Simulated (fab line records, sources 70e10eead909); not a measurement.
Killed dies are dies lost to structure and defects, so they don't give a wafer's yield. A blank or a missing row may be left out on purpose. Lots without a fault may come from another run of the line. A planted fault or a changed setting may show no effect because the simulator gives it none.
Chamber matching | flow nand_harc | NHARC_A_STAIRCASE_DEP_471 on pecvd-02: 3 sister chambers
The step deposits SiO2, target thk 100 nm. 18 wafers are shown with their chamber, then 9 later ones without.

WAFERS WITH THEIR CHAMBER
wafer  | chamber | throttle_valve_pct (%) | heater_power_w (W)
L074.2 | 2       | 16.6                   | 518
L074.3 | 1       | 16.4                   | 700
L074.6 | 0       | 14.8                   | 472
L075.3 | 2       | 16.5                   | 501
L075.4 | 0       | 14.8                   | 482
L075.6 | 2       | 16.3                   | 530
L077.1 | 0       | 14.4                   | 452
L077.4 | 0       | 14.6                   | 449
L077.5 | 2       | 16.6                   | 522
L080.1 | 2       | 16.6                   | 431
L080.2 | 1       | 16.5                   | 612
L080.5 | 0       | 14.5                   | 462
L083.2 | 0       | 14.9                   | 482
L083.3 | 2       | 16.6                   | 413
L083.4 | 0       | 14.9                   | 477
L084.1 | 0       | 15.0                   | 485
L084.2 | 2       | 16.5                   | 521
L084.6 | 2       | 16.4                   | 512

SIGNATURES (means of the wafers above)
reading            | chamber 0 | chamber 1 | chamber 2 | scatter within a chamber
throttle_valve_pct | 14.738    | 16.450    | 16.512    | 0.166
heater_power_w     | 470.12    | 656.00    | 493.50    | 36.1
Rule: a wafer's distance from a chamber is the root of the sum, over the readings, of the square of ((its reading less the chamber's mean) divided by the reading's scatter). The wafer belongs to the nearest chamber; if the next one is less than 2 further off, it can't be placed. The scatter: the root of (the sum of the squares of (reading less its chamber's mean) over the shown wafers, divided by (wafers less chambers)).

WAFERS WITHOUT THEIR CHAMBER
wafer  | throttle_valve_pct (%) | heater_power_w (W)
L086.4 | 16.8                   | 704
L086.5 | 14.9                   | 525
L086.6 | 16.6                   | 515
L094.1 | 16.2                   | 498
L094.4 | 15.0                   | 423
L094.6 | 16.6                   | 717
L095.2 | 14.7                   | 553
L095.5 | 17.0                   | 639
L095.6 | 14.7                   | 554

WHICH CHAMBER EACH WENT THROUGH
wafer  | from the rows above     | in truth
L086.4 | 1                       | 1
L086.5 | 0                       | 0
L086.6 | 2                       | 2
L094.1 | 2                       | 2
L094.4 | 0                       | 0
L094.6 | 1                       | 1
L095.2 | 0                       | 0
L095.5 | can't be placed: 1 or 2 | 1
L095.6 | 0                       | 0
Placed correctly: 8 of 9. Can't be placed from these rows: 1 (the true chamber is among the candidates in 1). Placed wrongly: 0.
